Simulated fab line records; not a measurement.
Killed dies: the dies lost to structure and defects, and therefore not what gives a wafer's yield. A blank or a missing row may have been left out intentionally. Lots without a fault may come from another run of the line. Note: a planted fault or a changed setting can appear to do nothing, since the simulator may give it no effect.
Chamber matching -- flow nand_harc -- 3 sister chambers for NHARC_A_CONTACT_DEP_24 on pecvd-02
The step deposits SiO2, target thk 500 nm. 14 wafers are shown with their chamber, then 7 later ones without.

## WAFERS PAIRED WITH THEIR CHAMBERS
wafer,chamber,heater_power_w (W),heater_power_outer_w (W),throttle_valve_pct (%)
L316.1,0,474,255,15.5
L316.4,0,483,259,15.1
L316.6,2,634,375,15.7
L325.3,0,427,221,15.5
L325.5,0,445,236,15.1
L325.6,1,466,261,16.0
L326.1,1,554,351,15.7
L326.3,2,712,428,16.1
L326.6,0,470,252,15.5
L328.1,2,722,463,16.0
L328.3,1,581,372,15.8
L328.4,2,580,326,16.1
L331.3,2,711,435,15.9
L331.4,2,743,452,16.0

SIGNATURES (averages over the wafers above)
reading,chamber 0,chamber 1,chamber 2,scatter within a chamber
heater_power_w,459.80,533.67,683.67,51.5
heater_power_outer_w,244.60,328.00,413.17,44.4
throttle_valve_pct,15.340,15.833,15.967,0.179
Rule: a wafer lies at a distance from a chamber equal to the root of the sum of squares, over the readings, of (its reading less the chamber's mean, divided by the reading's scatter). The wafer belongs to the nearest chamber; if the next one is less than 2 further off, it can't be placed. The scatter: take each reading less its chamber's mean, square it, sum over the shown wafers, divide by the number of wafers less the number of chambers, and take the root.

## WAFERS WHOSE CHAMBER IS MISSING
wafer,heater_power_w (W),heater_power_outer_w (W),throttle_valve_pct (%)
L331.5,418,214,15.6
L332.1,744,442,16.3
L332.2,409,211,15.7
L332.4,756,448,15.9
L333.3,560,334,16.1
L333.5,426,213,15.3
L333.6,547,351,15.9

## EACH ONE'S CHAMBER
wafer,from the rows above,in truth
L331.5,can't be placed: 0 or 1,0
L332.1,2,2
L332.2,can't be placed: 0 or 1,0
L332.4,2,2
L333.3,can't be placed: 1 or 2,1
L333.5,0,0
L333.6,1,1
Placed correctly: 4 of 7. These rows do not allow placing 3 (true chamber among the candidates in 3). Number placed wrongly: 0.
